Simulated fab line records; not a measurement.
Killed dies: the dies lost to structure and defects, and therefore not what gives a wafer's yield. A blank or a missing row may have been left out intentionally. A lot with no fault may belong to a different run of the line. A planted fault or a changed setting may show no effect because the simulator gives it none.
Which tool did it?    flow nand_harc    36 wafers from 12 lots sampled at 5 of the route's 1159 steps

WHAT EACH GAUGE READ, for each wafer
NHARC_A_M0_INSPECT_11. Usual: raw_defect_count 31, standard deviation 14.
lot   measured      on                 raw_defect_count  flag
L402  day 17 06:29  defect_inspect-02  26 21 22          
L403  day 17 12:17  defect_inspect-02  15 23 23          
L405  day 17 18:17  defect_inspect-02  19 23 22          
L404  day 18 06:14  defect_inspect-01  28 27 30          
L406  day 18 13:11  defect_inspect-01  27 37 33          
L408  day 18 19:02  defect_inspect-01  10 12 18          
L409  day 19 21:05  defect_inspect-02  20 20 25          
L417  day 21 05:13  defect_inspect-01  17 19 28          
L418  day 21 09:49  defect_inspect-02  43 40 53          
L422  day 22 04:58  defect_inspect-02  57 54 62          
L424  day 22 12:20  defect_inspect-02  36 48 41          
L425  day 23 06:02  defect_inspect-02  18 16 20          

NHARC_END_SORT_01. Usual: defect_limited_yield 95.4 %, standard deviation 1.5; killed_at_array 27, standard deviation 9.9; killed_at_other 0.6, standard deviation 0.84; killed_at_periphery 3.7, standard deviation 2.5; killed_dies 31, standard deviation 9.9; killed_open 3.0, standard deviation 1.6; killed_short 1.9, standard deviation 1.2; sort_bin_2_pct 1.5 %, standard deviation 0.6; sort_bin_3_pct 0.26 %, standard deviation 0.21; sort_bin_4_pct 2.9 %, standard deviation 0.98; sort_n_pass 646, standard deviation 9.9; sort_rim_yield_pct 96.3 %, standard deviation 2.4; sort_yield_pct 95.4 %, standard deviation 1.5.
lot   measured      on         defect_limited_yield (%)  killed_at_array  killed_at_other  killed_at_periphery  killed_dies  killed_open  killed_short  sort_bin_2_pct (%)  sort_bin_3_pct (%)  sort_bin_4_pct (%)  sort_n_pass  sort_rim_yield_pct (%)  sort_yield_pct (%)  flag
L402  day 19 11:30  prober-01  95.6 95.7 96.9            26 24 17         1 2 1            3 3 3                30 29 21     2 2 3        3 2 2         1.6 1.5 0.6         0.59 0 0.30         2.2 2.8 2.2         647 648 656  92.5 100.0 90.6         95.6 95.7 96.9      
L403  day 19 10:45  prober-02  97.5 96.3 96.3            14 23 19         0 0 1            3 2 5                17 25 25     4 6 3        2 1 1         1.2 1.2 1.3         0.30 0 0.15         1.0 2.5 2.2         660 652 652  98.1 97.2 95.3          97.5 96.3 96.3      
L405  day 19 18:31  prober-02  96.2 95.7 95.3            19 24 17         1 1 3            6 4 12               26 29 32     4 3 1        0 1 1         1.3 1.5 1.5         0.30 0.30 0.30      2.2 2.5 3.0         651 648 645  97.2 98.1 95.3          96.2 95.7 95.3      
L404  day 19 22:14  prober-01  96.3 94.7 95.0            21 31 31         0 0 0            4 5 3                25 36 34     2 1 1        1 3 1         1.2 1.3 2.1         0.44 0.74 0.15      2.1 3.2 2.8         652 641 643  96.2 93.4 96.2          96.3 94.7 95.0      
L406  day 20 05:11  prober-01  95.4 93.6 95.0            28 38 32         0 0 0            3 5 2                31 43 34     6 3 2        3 5 2         0.9 1.5 1.2         0.30 0.44 0.15      3.4 4.4 3.7         646 634 643  89.6 97.2 97.2          95.4 93.6 95.0      
L408  day 20 11:42  prober-02  98.8 97.8 97.2            7 14 19          0 0 0            1 1 0                8 15 19      1 4 3        0 0 1         0.1 0.6 0.9         0 0 0.15            1.0 1.6 1.8         669 662 658  100.0 97.2 99.1         98.8 97.8 97.2      
L409  day 21 21:22  prober-02  96.9 96.9 96.2            20 19 23         0 1 2            1 1 1                21 21 26     1 3 4        1 3 0         1.3 0.7 1.0         0 0.59 0.30         1.8 1.8 2.5         656 656 651  100.0 96.2 97.2         96.9 96.9 96.2      
L417  day 23 00:20  prober-02  96.2 96.3 94.7            17 21 29         0 0 0            9 4 7                26 25 36     5 3 4        1 2 3         0.9 1.8 1.6         0 0 0.15            3.0 1.9 3.5         651 652 641  96.2 98.1 95.3          96.2 96.3 94.7      
L418  day 23 04:49  prober-01  96.0 94.8 93.9            25 33 36         2 2 2            0 0 3                27 35 41     0 1 4        0 1 4         0.6 1.3 1.8         0.15 0.30 0.74      3.2 3.5 3.5         650 642 636  94.3 100.0 93.4         96.0 94.8 93.9      
L422  day 23 22:32  prober-02  92.2 94.2 92.6            51 36 47         0 0 0            2 3 3                53 39 50     5 1 4        3 1 1         3.0 1.5 2.2         0.44 0.30 0.44      4.4 4.0 4.7         624 638 627  95.3 94.3 97.2          92.2 94.2 92.6      
L424  day 24 07:07  prober-02  94.5 94.2 93.9            35 36 36         0 0 0            2 3 5                37 39 41     2 4 4        2 0 3         1.6 1.0 1.2         0.44 0.44 0.44      3.4 4.3 4.4         640 638 636  94.3 94.3 96.2          94.5 94.2 93.9      
L425  day 24 22:37  prober-01  96.8 97.0 97.0            20 19 19         0 0 0            2 1 1                22 20 20     2 1 2        1 1 2         0.7 0.4 1.0         0.15 0 0.30         2.4 2.5 1.6         655 657 657  99.1 99.1 99.1          96.8 97.0 97.0      

TOOL THAT RAN EACH LOT (tool first, then ch and the chambers of the sampled wafers, then the start)
lot   NHARC_A_BLC_ETCH_17                            NHARC_A_BLC_STRIP_29                NHARC_A_M0_SOFTBAKE_04
L402  rie_diel-10 ch 0,1,3, day 16 20:55 or earlier  rie_diel-10 ch 1,2, day 16 20:55    litho_track-04 ch 0, day 17 06:00
L403  rie_diel-04 ch 0,2,3, day 17 09:04 or earlier  rie_diel-10 ch 0,1,3, day 17 09:04  litho_track-01 ch 0, day 17 11:00
L405  rie_diel-04 ch 0,1,3, day 17 12:30 or earlier  rie_diel-12 ch 1,2,3, day 17 12:30  litho_track-06 ch 0, day 17 17:00
L404  rie_diel-12 ch 0,1,3, day 18 00:22 or earlier  rie_diel-04 ch 0,2,3, day 18 00:22  litho_track-06 ch 0, day 18 05:00
L406  rie_diel-12 ch 1,3, day 18 06:46 or earlier    rie_diel-04 ch 0,2, day 18 06:46    litho_track-06 ch 0, day 18 12:00
L408  rie_diel-10 ch 0,1,2, day 18 07:43 or earlier  rie_diel-10 ch 0,1,3, day 18 07:43  litho_track-04 ch 0, day 18 18:00
L409  rie_diel-10 ch 0,1,3, day 19 11:41 or earlier  rie_diel-10 ch 1,2,3, day 19 11:41  litho_track-01 ch 0, day 19 20:00
L417  rie_diel-04 ch 2,3, day 20 23:13 or earlier    rie_diel-12 ch 0,1, day 20 23:13    litho_track-06 ch 0, day 21 04:00
L418  rie_diel-10 ch 0,2,3, day 21 00:05 or earlier  rie_diel-04 ch 1,2,3, day 21 00:05  litho_track-06 ch 0, day 21 09:00
L422  rie_diel-04 ch 0,2, day 22 02:02 or earlier    rie_diel-10 ch 0,3, day 22 02:02    litho_track-01 ch 0, day 22 04:00
L424  rie_diel-10 ch 1,2, day 22 08:50 or earlier    rie_diel-10 ch 0,1, day 22 08:50    litho_track-01 ch 0, day 22 11:00
L425  rie_diel-04 ch 1,2,3, day 23 03:12 or earlier  rie_diel-12 ch 1,2, day 23 03:12    litho_track-01 ch 0, day 23 05:00
- NHARC_A_BLC_ETCH_17: etches the open film in N2/H2, target depth 390 nm, time 609.38 s.
- NHARC_A_BLC_STRIP_29: strips in CF4.
- NHARC_A_M0_SOFTBAKE_04: time 55 s.

AS READ BY THE TOOLS THEMSELVES (means over the sampled wafers that have a number; for cases with no such wafer, the mark the record gives instead)
NHARC_A_BLC_ETCH_17. Usual: drypump_motor_current_A 6.0 A, standard deviation 0.36; oes_product_au 1.002 a.u., standard deviation 0.0086; rf_vpp_V 429.2 V, standard deviation 2.5; showerhead_plenum_p_Torr 1.99 Torr, standard deviation 0.083; throttle_valve_pct 14.171 %, standard deviation 0.0084.
lot   tool         drypump_motor_current_A (A)  oes_product_au (a.u.)  rf_vpp_V (V)  showerhead_plenum_p_Torr (Torr)  throttle_valve_pct (%)  flag
L402  rie_diel-10  5.8                          0.994                  427.5         1.96                             14.174                  
L403  rie_diel-04  5.8                          1.007                  428.4         1.96                             14.175                  
L405  rie_diel-04  5.9                          1.005                  427.2         1.95                             14.172                  
L404  rie_diel-12  6.0                          1.006                  429.1         2.01                             14.171                  
L406  rie_diel-12  6.1                          0.998                  429.0         1.98                             14.171                  
L408  rie_diel-10  6.0                          0.998                  429.3         2.00                             14.165                  
L409  rie_diel-10  5.8                          1.002                  427.7         1.96                             14.164                  
L417  rie_diel-04  6.1                          1.003                  429.2         2.02                             14.167                  
L418  rie_diel-10  6.0                          1.006                  429.5         2.00                             14.171                  
L422  rie_diel-04  6.0                          0.992                  430.9         2.03                             14.174                  
L424  rie_diel-10  6.0                          1.007                  429.7         2.03                             14.168                  
L425  rie_diel-04  6.2                          1.006                  429.7         2.01                             14.176                  

NHARC_A_BLC_STRIP_29. Usual: drypump_motor_current_A 6.0 A, standard deviation 0.36; oes_product_au 0.999 a.u., standard deviation 0.0096; rf_vpp_V 59.2 V, standard deviation 0.83; showerhead_plenum_p_Torr 1.73 Torr, standard deviation 0.068; throttle_valve_pct 13.283 %, standard deviation 0.0087.
lot   tool         drypump_motor_current_A (A)  oes_product_au (a.u.)  rf_vpp_V (V)  showerhead_plenum_p_Torr (Torr)  throttle_valve_pct (%)  flag
L402  rie_diel-10  5.9                          0.997                  59.4          1.76                             13.282                  
L403  rie_diel-10  5.8                          1.002                  59.3          1.70                             13.279                  
L405  rie_diel-12  6.2                          0.994                  59.6          1.77                             13.290                  
L404  rie_diel-04  5.8                          1.006                  59.2          1.71                             13.290                  
L406  rie_diel-04  6.0                          1.012                  59.6          1.76                             13.285                  
L408  rie_diel-10  5.8                          0.995                  58.7          1.70                             13.286                  
L409  rie_diel-10  5.9                          0.994                  59.0          1.76                             13.289                  
L417  rie_diel-12  5.8                          0.992                  59.1          1.68                             13.282                  
L418  rie_diel-04  6.2                          0.988                  58.7          1.74                             13.282                  
L422  rie_diel-10  5.8                          1.004                  59.1          1.68                             13.291                  
L424  rie_diel-10  5.7                          1.001                  59.6          1.70                             13.289                  
L425  rie_diel-12  6.2                          0.990                  59.3          1.75                             13.282                  

NHARC_A_M0_SOFTBAKE_04. Usual: heater_power_total_W 188.45 W, standard deviation 0.14.
lot   tool            heater_power_total_W (W)  flag
L402  litho_track-04  188.42                    
L403  litho_track-01  188.48                    
L405  litho_track-06  188.42                    
L404  litho_track-06  188.49                    
L406  litho_track-06  188.43                    
L408  litho_track-04  188.34                    
L409  litho_track-01  188.56                    
L417  litho_track-06  233.23                    OFF
L418  litho_track-06  233.19                    OFF
L422  litho_track-01  188.49                    
L424  litho_track-01  188.40                    
L425  litho_track-01  188.63                    

THE ANSWER, worked out from the rows above alone
Rule: a lot counts as off when the mean over its wafers that have a number is more than 3 standard deviations away from the usual mean. A lot without any number at a reading at which 4 lots or more have one is off too. Where the step has rows for the other lots, those lots are counted as sound. First the gauges in route order, then the tools' own readings, where a lot's mean is used as printed above. The first step at which some lot is off is used, and at that step the reading that is off furthest; a lot without a number counts as furthest.
Off at NHARC_A_M0_SOFTBAKE_04 (heater_power_total_W): L417, L418.
A tool fits if, at that step or a process step before it, it ran every lot that is off, and no sound lot after the first of them. With no start given for some of its lots, NHARC_A_BLC_ETCH_17 uses the hours and lot order of NHARC_A_BLC_STRIP_29. One candidate fits, namely litho_track-06 at NHARC_A_M0_SOFTBAKE_04. A fault onset in the window from L406 (day 18 12:00, its last sound lot) to L417 (day 21 04:00, its first lot off) fits.
The tool's own readings at NHARC_A_M0_SOFTBAKE_04 bear it out: on the lots that are off they differ by more than 5 times the standard deviation of the sound lots' means. heater_power_total_W reads 233.21 W there against 188.47 W on the sound lots.

WHAT THE SIMULATOR HAD INSERTED
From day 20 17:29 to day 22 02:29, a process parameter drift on litho_track-06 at NHARC_A_M0_SOFTBAKE_04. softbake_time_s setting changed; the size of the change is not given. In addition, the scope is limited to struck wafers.
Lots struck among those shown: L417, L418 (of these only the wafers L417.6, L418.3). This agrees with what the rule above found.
